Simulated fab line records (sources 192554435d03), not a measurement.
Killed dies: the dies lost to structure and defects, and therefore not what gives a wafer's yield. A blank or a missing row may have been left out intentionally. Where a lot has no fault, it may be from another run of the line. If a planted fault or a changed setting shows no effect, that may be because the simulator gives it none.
fab line records	flow n5_finfet	part 2 of 2: steps 4 to 6 of 6
record: lots: 24	wafers: 72	last_day: 17
route steps=1938 shown BEOL_M2@857
lots that met no fault: from a run of the same line without faults
start_h: the number of hours between the record's first day and the start of the first shown wafer of the lot	wait_h: hours from the lot's prior step to this one	" as in the row above	L1.1+2: a single row standing in for several wafers	- no value, or no start given	* or withheld: withheld	< > ~ a bound
route shown NAME@n: names a module that has steps shown in the file, with the first one's number in the route	usual: mean/standard deviation taken from wafers without a fault	same: alike in all rows	chamber/n: place in a boat	sites: readings site by site	_std_site: how widely they spread, as a standard deviation	_edge_site: outer sites' mean less inner sites'	radius_mm: how far each site lies from the wafer's centre	mask NAME#n: copy n	behind: the most recent tool/chamber to have shaped the wafer	hold: why the lot was held/for how many hours/how that ended	device: transistor that didn't switch, given as n, p or np	end of line: at the end of the route, the tests of the same wafers	a step without rows: its recipe alone	killed: the dies lost at the first sort to structure and to defects; this is not the yield of the wafer	map: dies across one wafer; x = killed, . = not, _ = none there
set.NAME: setting as actually run; set.NAME@STEP: the setting as run at that earlier step	model.NAME: the simulator's own value behind a step, which no gauge read
the route's steps for a sample of lots (tables are steps, rows are wafers)
services: the hour from which a tool's chamber was out of use, counted from the record's first day as start_h (under 0 if before that day), plus the number of hours and why
== steps ==
step: N5_BEOL_M2_STRIP_36
recipe: chemistry: N2/H2	power_w: 450	temp_c: 40	pressure_mtorr: 20	rf_frequency_hz: 6e+07	overash_fraction: 0.3	bias_power_w: 7	h2_frac: 0.5	n2_flow_sccm: 200	h2_flow_sccm: 200
usual: bias_power_w: 7.001/0.02	drypump_motor_current_A: 5.5/0.37	oes_product_au: 0.79/0.091	rf_vpp_V: 59.2/1.5	showerhead_plenum_p_Torr: 2.53/0.093	throttle_valve_pct: 23.6/0.3
lot.wafer	tool	chamber	start_h	wait_h	bias_power_w	drypump_motor_current_A	oes_product_au	rf_hours_counter_h	rf_vpp_V	showerhead_plenum_p_Torr	throttle_valve_pct
L076.3	rie_diel-05	0	144.42	0.0	7.007	4.8	0.72	185	59.7	2.44	23.8
L076.5	"	0	"	"	7.003	4.9	0.73	-	57.8	2.44	23.8
L076.6	"	3	"	"	7.014	5.0	0.72	-	59.2	2.61	23.3
L074.2	rie_diel-04	2	146.51	0.0	7.027	5.7	0.69	221	58.2	2.58	23.6
L074.4	"	0	"	"	7.003	6.1	0.67	250	61.0	2.60	23.4
L074.5	"	1	"	"	6.991	5.6	0.71	-	57.1	2.42	23.8
L075.1	rie_diel-04	2	147.83	0.0	7.003	5.7	0.70	222	59.6	2.58	23.6
L075.2	"	1	"	"	7.039	5.6	0.71	227	58.5	2.42	23.8
L075.5	"	1	"	"	7.028	5.6	0.70	-	59.5	2.42	23.8
L077.2	rie_diel-05	3	159.18	0.0	6.964	5.0	0.71	214	59.3	2.61	23.2
L077.3	"	1	"	"	6.999	5.6	0.80	66	57.4	2.47	23.5
L077.4	"	0	"	"	6.997	4.8	0.72	188	57.1	2.44	23.8
L078.2	rie_diel-04	0	162.55	0.0	6.992	6.0	0.98	1	58.8	2.60	23.2
L078.3	"	2	"	"	6.985	5.7	0.70	229	62.2	2.58	23.6
L078.4	"	2	"	"	6.994	5.7	0.70	-	59.2	2.58	23.6
L079.2	rie_diel-01	1	165.59	0.0	7.020	5.2	0.78	146	59.3	2.54	23.7
L079.3	"	0	"	"	7.003	6.0	0.92	33	57.6	2.46	23.4
L079.6	"	2	"	"	6.988	5.4	0.85	-	60.1	2.56	23.3
L080.3	rie_diel-01	1	178.48	0.0	7.024	5.2	0.77	150	57.3	2.53	23.6
L080.4	"	2	"	"	7.026	5.4	0.85	69	59.1	2.56	23.3
L080.6	"	2	"	"	6.999	5.4	0.85	-	58.3	2.56	23.3
L081.3	rie_diel-01	1	186.87	0.0	7.022	5.2	0.77	154	60.9	2.53	23.7
L081.4	"	3	"	"	6.979	5.9	0.70	208	62.7	2.63	23.8
L081.6	"	3	"	"	7.000	5.9	0.70	-	58.8	2.63	23.8
L082.1	rie_diel-04	2	187.93	0.0	7.011	5.7	0.69	242	61.1	2.57	23.6
L082.2	"	0	"	"	6.963	6.0	0.94	13	58.4	2.59	23.2
L082.3	"	1	"	"	6.991	5.6	0.69	246	60.7	2.41	23.9
L083.2	rie_diel-01	1	192.23	0.0	6.976	5.2	0.76	156	60.0	2.53	23.7
L083.5	"	0	"	"	6.990	6.0	0.92	-	58.1	2.46	23.4
L083.6	"	1	"	"	6.990	5.2	0.76	-	58.1	2.53	23.6
L084.2	rie_diel-01	2	193.36	0.0	7.024	5.4	0.83	75	59.5	2.56	23.3
L084.3	"	1	"	"	6.982	5.2	0.77	156	60.6	2.53	23.7
L084.4	"	0	"	"	7.025	6.0	0.93	43	58.9	2.46	23.4
L085.1	rie_diel-04	0	204.65	0.0	7.008	6.0	0.91	18	59.9	2.59	23.3
L085.4	"	3	"	"	6.993	5.0	0.92	-	57.4	2.61	23.2
L085.5	"	2	"	"	7.011	5.7	0.69	-	56.8	2.57	23.6
L086.1	rie_diel-05	2	213.00	0.0	6.977	5.7	0.76	157	61.3	2.35	24.3
L086.2	"	3	"	"	6.985	5.0	0.71	230	61.0	2.60	23.3
L086.6	"	2	"	"	6.988	5.7	0.76	-	56.5	2.35	24.4
L088.2	rie_diel-05	2	221.78	0.0	6.960	5.7	0.76	158	56.3	2.35	24.3
L088.5	"	3	"	"	7.019	5.0	0.69	-	59.1	2.60	23.3
L088.6	"	0	"	"	6.969	4.8	0.69	-	59.3	2.43	23.8
L087.1	rie_diel-01	2	226.41	0.0	6.983	5.4	0.81	89	57.7	2.55	23.3
L087.2	"	0	"	"	7.034	6.0	0.90	57	57.8	2.45	23.4
L087.4	"	3	"	"	7.025	5.9	0.69	216	60.2	2.62	23.8
L089.1	rie_diel-04	2	235.48	0.0	6.992	5.6	0.95	1	59.1	2.57	23.5
L089.4	"	1	"	"	7.010	5.6	0.96	11	60.0	2.72	23.7
L089.6	"	2	"	"	7.018	5.7	0.96	-	63.1	2.57	23.5
L090.1	rie_diel-05	0	241.00	0.0	6.995	4.9	0.71	216	57.3	2.43	23.9
L090.3	"	1	"	"	6.962	5.6	0.78	92	57.7	2.46	23.5
L090.5	"	2	"	"	7.000	5.7	0.75	-	60.5	2.34	24.4
L091.2	rie_diel-05	2	241.54	0.0	6.991	5.7	0.76	164	61.5	2.34	24.4
L091.4	"	1	"	"	6.995	5.6	0.77	92	59.2	2.46	23.5
L091.6	"	3	"	"	7.007	5.0	0.69	-	60.3	2.59	23.3
L092.2	rie_diel-04	2	255.58	0.0	6.976	5.7	0.91	10	58.9	2.56	23.5
L092.4	"	0	"	"	7.002	6.0	0.86	40	61.6	2.58	23.3
L092.6	"	2	"	"	7.041	5.7	0.92	-	61.3	2.57	23.6
L094.1	rie_diel-01	1	255.78	0.0	7.033	5.2	0.74	181	59.1	2.52	23.7
L094.5	"	1	"	"	6.999	5.2	0.74	-	59.5	2.52	23.7
L094.6	"	2	"	"	6.969	5.4	0.80	-	58.7	2.54	23.4
L093.2	rie_diel-05	1	255.80	0.0	6.982	5.5	0.77	98	58.9	2.46	23.5
L093.3	"	2	"	"	6.986	5.7	0.75	170	60.8	2.34	24.4
L093.5	"	3	"	"	7.041	5.0	0.69	-	58.1	2.59	23.3
L095.1	rie_diel-04	2	269.81	0.0	6.990	5.7	0.91	16	59.9	2.56	23.5
L095.2	"	0	"	"	6.979	6.0	0.86	46	60.0	2.58	23.3
L095.5	"	1	"	"	7.017	5.6	0.93	-	60.7	2.72	23.7
L096.2	rie_diel-04	2	275.58	0.0	7.021	5.7	0.90	19	57.9	2.56	23.5
L096.4	"	0	"	"	7.001	6.1	0.85	48	59.0	2.58	23.3
L096.6	"	3	"	"	7.011	5.1	0.86	-	58.9	2.60	23.2
L097.3	rie_diel-01	0	278.44	0.0	7.012	6.0	0.87	69	59.7	2.45	23.5
L097.5	"	1	"	"	6.969	5.2	0.74	-	59.3	2.52	23.7
L097.6	"	0	"	"	7.014	6.0	0.87	-	59.9	2.45	23.5
step: N5_BEOL_M2_CD_MEAS_35
recipe: target_cd_nm: 18	target_cd_y_nm: 22.2	polarity: opening
usual: cd_nm: 18.1/0.43
lot.wafer	tool	chamber	start_h	wait_h	cd_nm
L076.3	cd_sem-03	-	144.77	0.0	17.7
L076.5	"	-	"	"	17.9
L076.6	"	-	"	"	17.3
L074.2	cd_sem-03	-	146.86	0.0	17.8
L074.4	"	-	"	"	18.5
L074.5	"	-	"	"	17.5
L075.1	cd_sem-02	-	148.17	0.0	18.6
L075.2	"	-	"	"	17.8
L075.5	"	-	"	"	18.0
L077.2	cd_sem-03	-	159.53	0.0	17.6
L077.3	"	-	"	"	18.5
L077.4	"	-	"	"	17.3
L078.2	cd_sem-02	-	162.89	0.0	17.6
L078.3	"	-	"	"	18.2
L078.4	"	-	"	"	18.3
L079.2	cd_sem-03	-	165.95	0.0	18.4
L079.3	"	-	"	"	18.4
L079.6	"	-	"	"	18.3
L080.3	cd_sem-03	-	178.83	0.0	18.0
L080.4	"	-	"	"	17.8
L080.6	"	-	"	"	18.2
L081.3	cd_sem-01	-	187.22	0.0	18.4
L081.4	"	-	"	"	17.8
L081.6	"	-	"	"	18.6
L082.1	cd_sem-02	-	188.29	0.0	17.8
L082.2	"	-	"	"	18.3
L082.3	"	-	"	"	17.5
L083.2	cd_sem-03	-	192.57	0.0	18.2
L083.5	"	-	"	"	18.4
L083.6	"	-	"	"	18.5
L084.2	cd_sem-03	-	193.71	0.0	18.9
L084.3	"	-	"	"	18.0
L084.4	"	-	"	"	18.0
L085.1	cd_sem-03	-	205.00	0.0	17.7
L085.4	"	-	"	"	18.3
L085.5	"	-	"	"	18.2
L086.1	cd_sem-01	-	213.34	0.0	17.8
L086.2	"	-	"	"	17.8
L086.6	"	-	"	"	17.7
L088.2	cd_sem-02	-	222.13	0.0	17.9
L088.5	"	-	"	"	18.0
L088.6	"	-	"	"	18.0
L087.1	cd_sem-02	-	226.75	0.0	18.9
L087.2	"	-	"	"	18.9
L087.4	"	-	"	"	18.4
L089.1	cd_sem-02	-	235.82	0.0	18.5
L089.4	"	-	"	"	17.8
L089.6	"	-	"	"	18.7
L090.1	cd_sem-03	-	241.35	0.0	18.8
L090.3	"	-	"	"	17.9
L090.5	"	-	"	"	18.0
L091.2	cd_sem-01	-	241.89	0.0	17.7
L091.4	"	-	"	"	18.6
L091.6	"	-	"	"	18.1
L092.2	cd_sem-03	-	255.93	0.0	18.3
L092.4	"	-	"	"	17.9
L092.6	"	-	"	"	17.6
L094.1	cd_sem-03	-	256.13	0.0	17.6
L094.5	"	-	"	"	18.7
L094.6	"	-	"	"	18.5
L093.2	cd_sem-02	-	256.17	0.0	18.6
L093.3	"	-	"	"	17.8
L093.5	"	-	"	"	18.1
L095.1	cd_sem-01	-	270.15	0.0	18.0
L095.2	"	-	"	"	18.1
L095.5	"	-	"	"	17.8
L096.2	cd_sem-03	-	275.92	0.0	18.5
L096.4	"	-	"	"	18.4
L096.6	"	-	"	"	17.9
L097.3	cd_sem-03	-	278.79	0.0	17.3
L097.5	"	-	"	"	17.7
L097.6	"	-	"	"	17.8
step: N5_BEOL_M2_ANNEAL_91
recipe: temp_c: 400	time_s: 240	ambient: vacuum
usual: heater_power_w: 821/57
lot.wafer	tool	chamber	start_h	wait_h	heater_power_w
L076.3	pvd_sputter-02	-	147.64	0.0	927
L076.5	"	-	"	"	818
L076.6	"	-	"	"	772
L074.2	pvd_sputter-01	-	149.38	0.0	807
L074.4	"	-	"	"	843
L074.5	"	-	"	"	870
L075.1	pvd_sputter-01	-	151.22	0.0	806
L075.2	"	-	"	"	867
L075.5	"	-	"	"	883
L077.2	pvd_sputter-02	-	161.51	0.0	761
L077.3	"	-	"	"	772
L077.4	"	-	"	"	862
L078.2	pvd_sputter-01	-	165.28	0.0	883
L078.3	"	-	"	"	800
L078.4	"	-	"	"	802
L079.2	pvd_sputter-01	-	168.78	0.0	845
L079.3	"	-	"	"	831
L079.6	"	-	"	"	779
L080.3	pvd_sputter-01	-	181.97	0.0	887
L080.4	"	-	"	"	807
L080.6	"	-	"	"	890
L081.3	pvd_sputter-02	-	189.70	0.0	776
L081.4	"	-	"	"	847
L081.6	"	-	"	"	756
L082.1	pvd_sputter-03	-	191.34	0.0	802
L082.2	"	-	"	"	704
L082.3	"	-	"	"	788
L083.2	pvd_sputter-01	-	195.22	0.0	843
L083.5	"	-	"	"	808
L083.6	"	-	"	"	879
L084.2	pvd_sputter-03	-	196.48	0.0	719
L084.3	"	-	"	"	757
L084.4	"	-	"	"	763
L085.1	pvd_sputter-03	-	209.49	0.0	723
L085.4	"	-	"	"	812
L085.5	"	-	"	"	714
L086.1	pvd_sputter-02	-	216.16	0.0	759
L086.2	"	-	"	"	852
L086.6	"	-	"	"	939
L088.2	pvd_sputter-01	-	224.24	0.0	843
L088.5	"	-	"	"	848
L088.6	"	-	"	"	814
L087.1	pvd_sputter-02	-	229.01	0.0	851
L087.2	"	-	"	"	941
L087.4	"	-	"	"	754
L089.1	pvd_sputter-02	-	238.21	0.0	765
L089.4	"	-	"	"	759
L089.6	"	-	"	"	871
L090.1	pvd_sputter-03	-	243.34	0.0	821
L090.3	"	-	"	"	779
L090.5	"	-	"	"	755
L091.2	pvd_sputter-02	-	244.97	0.0	866
L091.4	"	-	"	"	922
L091.6	"	-	"	"	755
L092.2	pvd_sputter-01	-	258.30	0.0	790
L092.4	"	-	"	"	874
L092.6	"	-	"	"	863
L093.2	pvd_sputter-03	-	258.43	0.0	776
L093.3	"	-	"	"	835
L093.5	"	-	"	"	704
L094.1	pvd_sputter-02	-	259.24	0.0	777
L094.5	"	-	"	"	764
L094.6	"	-	"	"	776
L095.1	pvd_sputter-02	-	272.41	0.0	754
L095.2	"	-	"	"	786
L095.5	"	-	"	"	846
L096.2	pvd_sputter-01	-	277.72	0.0	838
L096.4	"	-	"	"	805
L096.6	"	-	"	"	820
L097.3	pvd_sputter-01	-	281.08	0.0	866
L097.5	"	-	"	"	819
L097.6	"	-	"	"	878
== services ==
tool	chamber	start_h	hours	kind
pvd_sputter-01	-	116.88	4.3	repair
ald_sin-03	-	141.99	6.1	pm
rie_diel-04	0	146.67	-	clean
rie_diel-04	0	146.67	-	consumable_replace:focus_ring
rie_diel-04	0	146.67	13.9	scheduled_down
rie_diel-04	0	146.67	13.9	vent_cycle
rie_diel-05	0	148.21	4.6	repair
ald_sin-01	3	156.05	4.9	repair
rie_diel-04	3	160.57	-	clean
rie_diel-04	3	160.57	-	consumable_replace:focus_ring
rie_diel-04	3	160.57	28.2	scheduled_down
rie_diel-04	3	160.57	28.2	vent_cycle
ald_sin-03	1	165.87	3.7	repair
rie_metal-01	-	168.05	2.8	pm
ald_sin-04	-	176.76	14.0	pm
rie_diel-01	3	195.47	16.5	repair
rie_diel-04	1	196.86	-	clean
rie_diel-04	0	199.60	4.3	repair
ald_sin-01	1	201.62	27.1	repair
rie_metal-03	-	218.58	4.9	repair
ald_sin-01	-	236.12	1.2	repair
rie_diel-05	0	245.48	11.8	repair
rie_diel-01	-	259.93	15.6	pm
ald_sin-01	-	268.25	14.0	pm
